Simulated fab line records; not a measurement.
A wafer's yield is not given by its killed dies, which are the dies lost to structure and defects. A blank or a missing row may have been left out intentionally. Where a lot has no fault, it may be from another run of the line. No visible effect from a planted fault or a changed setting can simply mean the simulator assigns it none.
Chamber matching | flow n5 finfet | N5_MOL_CONTACT_COAG_DESCUM_88 on rie diel-01 has 4 sister chambers
The step chemistry O2, time 7 s. 20 wafers are shown with their chamber, then 10 later ones without.

## WAFERS PAIRED WITH THEIR CHAMBERS
wafer  | chamber | drypump motor current A (A) | showerhead plenum p Torr (Torr) | throttle valve pct (%)
L076.1 | 0       | 6.0                         | 2.10                            | 20.22
L076.3 | 3       | 6.1                         | 2.08                            | 20.89
L076.5 | 0       | 6.0                         | 2.10                            | 20.22
L077.1 | 3       | 6.1                         | 2.08                            | 20.91
L077.2 | 1       | 6.7                         | 2.06                            | 20.84
L077.3 | 2       | 5.1                         | 2.07                            | 20.40
L077.4 | 0       | 6.0                         | 2.09                            | 20.22
L077.5 | 1       | 6.7                         | 2.06                            | 20.81
L077.6 | 2       | 5.2                         | 2.07                            | 20.40
L079.2 | 0       | 6.0                         | 2.09                            | 20.24
L079.5 | 2       | 5.2                         | 2.07                            | 20.41
L079.6 | 0       | 6.0                         | 2.09                            | 20.24
L080.2 | 0       | 6.0                         | 2.09                            | 20.25
L080.3 | 1       | 6.7                         | 2.05                            | 20.85
L080.6 | 1       | 6.7                         | 2.05                            | 20.85
L081.1 | 3       | 6.1                         | 2.08                            | 20.50
L081.4 | 2       | 5.1                         | 2.06                            | 20.43
L081.6 | 3       | 6.1                         | 2.08                            | 20.51
L089.1 | 2       | 5.1                         | 2.06                            | 19.93
L089.2 | 1       | 6.7                         | 2.05                            | 20.44

SIGNATURES, as means of the wafers listed above
reading                  | chamber 0 | chamber 1 | chamber 2 | chamber 3 | scatter within a chamber
drypump motor current A  | 6.000     | 6.700     | 5.140     | 6.100     | 0.0274
showerhead plenum p Torr | 2.0933    | 2.0540    | 2.0660    | 2.0800    | 0.00483
throttle valve pct       | 20.2317   | 20.7580   | 20.3140   | 20.7025   | 0.171
Rule: distance of a wafer from a chamber = root of the sum over the readings of ((wafer's reading minus chamber's mean) / reading's scatter) squared. The wafer belongs to the nearest chamber; if the next one is less than 2 further off, it can't be placed. How the scatter is found: for the shown wafers, subtract from each reading the mean of its chamber, square and add these, divide the total by (wafers less chambers), then take the root.

## WAFERS WITH NO CHAMBER GIVEN
wafer  | drypump motor current A (A) | showerhead plenum p Torr (Torr) | throttle valve pct (%)
L089.5 | 5.1                         | 2.06                            | 19.92
L094.2 | 6.7                         | 2.05                            | 20.46
L094.4 | 5.1                         | 2.06                            | 19.93
L094.5 | 5.1                         | 2.06                            | 19.93
L097.1 | 6.0                         | 2.08                            | 20.32
L097.2 | 6.7                         | 2.04                            | 20.47
L097.3 | 5.1                         | 2.05                            | 19.95
L097.4 | 6.1                         | 2.06                            | 20.56
L097.5 | 6.7                         | 2.04                            | 20.47
L097.6 | 5.1                         | 2.05                            | 19.94

## EACH ONE'S CHAMBER
wafer  | from the rows above     | in truth
L089.5 | 2                       | 2
L094.2 | 1                       | 1
L094.4 | 2                       | 2
L094.5 | 2                       | 2
L097.1 | can't be placed: 0 or 3 | 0
L097.2 | 1                       | 1
L097.3 | 2                       | 2
L097.4 | 3                       | 3
L097.5 | 1                       | 1
L097.6 | 2                       | 2
Placed correctly: 9 of 10. Cannot be placed on the basis of these rows: 1; the candidates contain the true chamber in 1. Number placed wrongly: 0.
